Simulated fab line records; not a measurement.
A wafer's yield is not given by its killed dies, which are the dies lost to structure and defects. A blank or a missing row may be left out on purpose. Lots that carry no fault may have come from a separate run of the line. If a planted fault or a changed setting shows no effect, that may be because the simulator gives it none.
Matching of chambers -- flow n5 finfet -- 4 sister chambers for N5_BEOL_M4_STRIP_66 on rie diel-02
The step strips in CF4. 8 wafers are shown with their chamber, then 10 later ones without.

## WAFERS PAIRED WITH THEIR CHAMBERS
wafer,chamber,showerhead plenum p Torr (Torr),drypump motor current A (A)
L077.3,1,1.77,5.5
L077.5,2,1.78,5.2
L075.1,1,1.77,5.5
L082.1,0,1.89,6.1
L082.4,0,1.89,6.1
L082.6,3,1.72,6.3
L087.3,3,1.71,6.4
L087.4,2,1.78,5.2

## WAFERS WITH NO CHAMBER GIVEN
wafer,showerhead plenum p Torr (Torr),drypump motor current A (A)
L087.5,1.71,6.3
L092.1,1.88,6.1
L092.3,1.78,5.2
L092.6,1.78,5.2
L095.1,1.76,5.4
L095.2,1.77,5.2
L095.3,1.71,6.3
L095.4,1.88,6.1
L095.5,1.71,6.3
L095.6,1.88,6.1

## CHAMBER TAKEN BY EACH
wafer,from the rows above,in truth
L087.5,3,3
L092.1,0,0
L092.3,2,2
L092.6,2,2
L095.1,1,1
L095.2,2,2
L095.3,3,3
L095.4,0,0
L095.5,3,3
L095.6,0,0
Placed correctly: 10 of 10. Can't be placed from these rows: 0. Wrongly placed: 0.
How it was worked out, from the rows above alone: a wafer's distance from a chamber is the root of the sum, over the readings, of the square of ((its reading less the chamber's mean) divided by the reading's scatter). If the next closest chamber is less than 2 further off than the closest, the wafer can't be placed; otherwise it belongs to the closest. The mean given for a chamber averages the wafers shown for that chamber. How the scatter is found: for the shown wafers, subtract from each reading the mean of its chamber, square and add these, divide the total by (wafers less chambers), then take the root.
